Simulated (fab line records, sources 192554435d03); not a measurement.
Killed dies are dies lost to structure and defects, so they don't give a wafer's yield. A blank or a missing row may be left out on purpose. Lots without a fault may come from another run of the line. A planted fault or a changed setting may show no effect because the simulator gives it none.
Chamber matching | flow n5_finfet | N5_FIN_CUT_CUT_ETCH_27 on rie_diel-03: 4 sister chambers
The step etches SiO2 in CHF3/O2, target depth 4 nm, overetch 2 nm, time 4.9 s. 8 wafers are shown with their chamber, then 8 later ones without.

WAFERS WITH THEIR CHAMBER
wafer  | chamber | drypump_motor_current_A (A) | rf_vpp_V (V)
L080.5 | 3       | 6.4                         | 519
L084.1 | 2       | 5.3                         | 529
L084.4 | 0       | 5.1                         | 564
L084.6 | 1       | 5.4                         | 556
L085.1 | 2       | 5.3                         | 528
L085.2 | 0       | 5.1                         | 564
L085.3 | 3       | 6.4                         | 517
L093.1 | 1       | 5.3                         | 568

WAFERS WITHOUT THEIR CHAMBER
wafer  | drypump_motor_current_A (A) | rf_vpp_V (V)
L093.3 | 5.3                         | 529
L093.4 | 5.3                         | 529
L094.3 | 6.4                         | 517
L094.4 | 5.3                         | 528
L094.6 | 5.1                         | 564
L097.2 | 5.1                         | 564
L097.3 | 6.3                         | 517
L097.5 | 5.1                         | 563

WHICH CHAMBER EACH WENT THROUGH
wafer  | from the rows above | in truth
L093.3 | 2                   | 2
L093.4 | 2                   | 2
L094.3 | 3                   | 3
L094.4 | 2                   | 2
L094.6 | 0                   | 0
L097.2 | 0                   | 0
L097.3 | 3                   | 3
L097.5 | 0                   | 0
Placed correctly: 8 of 8. Can't be placed from these rows: 0. Placed wrongly: 0.
How it was worked out, from the rows above alone: a wafer's distance from a chamber is the root of the sum, over the readings, of the square of ((its reading less the chamber's mean) divided by the reading's scatter). The wafer belongs to the nearest chamber; if the next one is less than 2 further off, it can't be placed. A chamber's mean is the mean of its shown wafers. The scatter: the root of (the sum of the squares of (reading less its chamber's mean) over the shown wafers, divided by (wafers less chambers)).
